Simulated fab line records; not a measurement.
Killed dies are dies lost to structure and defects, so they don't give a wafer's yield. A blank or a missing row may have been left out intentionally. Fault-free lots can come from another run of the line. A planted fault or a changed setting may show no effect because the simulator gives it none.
Chamber matching ; flow n5 finfet ; 4 sister chambers for N5_BEOL_M2_ETCH_77 on rie diel-01
The step etches underlayer in N2/H2, target depth 6.5 nm, time 5.2 s. 7 wafers are shown with their chamber, then 10 later ones without.

WAFERS WITH THEIR CHAMBER
wafer;chamber;throttle valve pct (%);showerhead plenum p Torr (Torr)
L083.4;0;17.83;2.42
L082.2;3;18.15;2.46
L085.3;1;17.47;2.43
L085.4;3;18.18;2.46
L085.5;2;17.73;2.57
L087.3;1;17.46;2.43
L087.4;2;17.70;2.56

WAFERS WHOSE CHAMBER IS MISSING
wafer;throttle valve pct (%);showerhead plenum p Torr (Torr)
L087.6;17.46;2.43
L088.1;17.49;2.43
L088.3;17.72;2.56
L088.4;18.20;2.46
L095.4;17.50;2.42
L095.5;18.21;2.45
L095.6;17.73;2.56
L097.2;17.50;2.42
L097.3;18.21;2.45
L097.5;17.89;2.41

WHICH CHAMBER EACH WENT THROUGH
wafer;from the rows above;in truth
L087.6;1;1
L088.1;1;1
L088.3;2;2
L088.4;3;3
L095.4;1;1
L095.5;3;3
L095.6;2;2
L097.2;1;1
L097.3;3;3
L097.5;0;0
Correctly placed: 10 of 10. Left unplaced by these rows: 0. 0 placed wrongly.
How it was worked out, from the rows above alone: a wafer's distance from a chamber is the root of the sum, over the readings, of the square of ((its reading less the chamber's mean) divided by the reading's scatter). If the next closest chamber is less than 2 further off than the closest, the wafer can't be placed; otherwise it belongs to the closest. The mean given for a chamber averages the wafers shown for that chamber. How the scatter is found: for the shown wafers, subtract from each reading the mean of its chamber, square and add these, divide the total by (wafers less chambers), then take the root.
